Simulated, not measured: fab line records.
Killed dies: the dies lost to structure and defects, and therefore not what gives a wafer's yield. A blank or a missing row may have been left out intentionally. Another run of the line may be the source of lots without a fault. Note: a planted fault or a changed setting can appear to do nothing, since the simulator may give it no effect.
The same fault as seen by 2 desks -- flow nand_harc -- every desk sees just its own numbers, and what lay behind them comes last

== THE DEFECT DESK ==
Per lot, the means of the sampled wafers with a number show what the inspections along the route counted. If a lot's mean is further than 4 standard deviations from the usual mean, the lot is out of limits and carries the mark OUT (the distance appears in the brackets).
Columns: A = raw_defect_count at NHARC_A_ONON_D2_INSPECT_32, usual 432
lot,first seen here,A
L732,day 13 07:00,792
L733,day 14 08:38,372
L735,day 14 13:13,232
L738,day 15 12:18,814
L741,day 17 12:27,263
L743,day 17 20:49,362
L744,day 18 23:28,565
L745,day 18 23:29,745
L750,day 20 20:14,297
L749,day 21 01:44,362
L751,day 21 10:19,410
L753,day 21 20:21,403
L754,day 22 06:48,395
L752,day 22 06:56,367
Result from this desk: across the 14 lots, nothing is out of limits.

== FROM THE METROLOGY DESK ==
Means of the sampled wafers that have a number, per lot and without regard to the tool the lot ran on: this is what the gauges read. If a lot's mean is further than 4 standard deviations from the usual mean, the lot is out of limits and carries the mark OUT (the distance appears in the brackets).
Columns: A = thk_nm at NHARC_A_DECK1_JOINT_THK_MEAS_17, usual 45.1 nm; B = thk_nm at NHARC_A_ONON_D2_THK_MEAS_27, usual 999 nm; C = cd_nm at NHARC_A_CHANNEL_HOLE_D2_CD_MEAS_10, usual 100.3 nm
lot,first seen here,A,B,C
L732,day 12 17:58,44.5,996,100.5
L733,day 13 17:12,45.2,1021,98.9
L735,day 13 23:48,47.6,991,98.9
L738,day 14 23:23,46.3,1000,101.3
L741,day 16 23:24,44.4,544 (-46) OUT,-
L743,day 17 07:41,44.4,533 (-47) OUT,-
L744,day 18 10:24,44.1,996,100.6
L745,day 18 10:24,45.6,994,100.6
L750,day 20 06:54,45.8,1014,100.6
L749,day 20 12:41,45.1,1019,100.8
L751,day 20 21:14,44.0,983,100.3
L753,day 21 07:14,44.5,1005,100.3
L752,day 21 17:43,45.3,1008,100.6
L754,day 21 18:53,44.0,1009,99.9
This desk finds L741, L743 out of limits, L741 being first, at day 17 11:19 (thk_nm at NHARC_A_ONON_D2_THK_MEAS_27). In limits: L732, L733, L735, L738, L744, L745, L750, L749, L751, L753, L752, L754.

== ALL TOGETHER ==
The metrology desk could have raised an alarm at day 17 11:19, on L741, L743.
No out-of-limits result turned up at the defect desk.
The defect desk has L741, L743 on record, within its limits.
NHARC_A_ONON_D2_DEP_25 was run on pecvd_onon-04 by each of the lots named.

== WHAT THE SIMULATOR HAD PUT IN ==
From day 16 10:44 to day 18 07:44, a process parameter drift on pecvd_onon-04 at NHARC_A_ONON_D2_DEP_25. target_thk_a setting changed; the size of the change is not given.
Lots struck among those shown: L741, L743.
Hours from the fault's start to each desk's first reading out of limits: the metrology desk, 25.
